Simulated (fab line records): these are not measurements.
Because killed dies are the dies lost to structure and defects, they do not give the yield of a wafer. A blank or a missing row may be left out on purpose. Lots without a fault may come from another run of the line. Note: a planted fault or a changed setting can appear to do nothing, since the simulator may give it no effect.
Chamber matching    flow n5_finfet    4 sister chambers for N5_BEOL_M2_ALD_98 on ald_sin-01
The step deposits SiO2, target thk 2.5 nm, pulse time 1 s, co reactant pulse time 1 s. 8 wafers are shown with their chamber, then 12 later ones without.

## WAFERS WITH THEIR CHAMBER
wafer   chamber  heater_power_w (W)  precursor_pulse_height_rel
L076.6  0        80                  0.992
L078.2  0        80                  1.004
L085.1  2        73                  1.014
L086.4  1        92                  0.982
L086.5  3        70                  0.989
L087.2  1        92                  1.014
L087.3  3        71                  0.953
L087.5  2        70                  1.002

## WAFERS WITH NO CHAMBER GIVEN
wafer   heater_power_w (W)  precursor_pulse_height_rel
L091.1  79                  0.974
L091.2  73                  1.005
L091.4  93                  1.034
L093.1  72                  1.002
L093.5  92                  0.991
L093.6  77                  0.978
L094.2  95                  1.001
L094.3  72                  0.982
L094.4  76                  1.010
L097.1  73                  0.980
L097.2  71                  1.005
L097.4  96                  0.956

## WHICH CHAMBER EACH WENT THROUGH
wafer   from the rows above           in truth
L091.1  0                             0
L091.2  can't be placed: 2 or 3       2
L091.4  1                             1
L093.1  can't be placed: 2 or 3       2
L093.5  1                             1
L093.6  0                             0
L094.2  1                             1
L094.3  can't be placed: 3 or 2       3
L094.4  can't be placed: 0 or 2 or 3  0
L097.1  can't be placed: 2 or 3       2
L097.2  can't be placed: 2 or 3       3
L097.4  1                             1
Placed correctly: 6 of 12. These rows do not allow placing 6 (true chamber among the candidates in 6). Number placed wrongly: 0.
How it was worked out, from the rows above alone: a wafer's distance from a chamber is the root of the sum, over the readings, of the square of ((its reading less the chamber's mean) divided by the reading's scatter). If the next closest chamber is less than 2 further off than the closest, the wafer can't be placed; otherwise it belongs to the closest. For every chamber, the mean is computed from those of its wafers that are shown. The scatter is the square root of a quotient: the sum, over the shown wafers, of each reading's squared deviation from its chamber's mean, divided by wafers minus chambers.
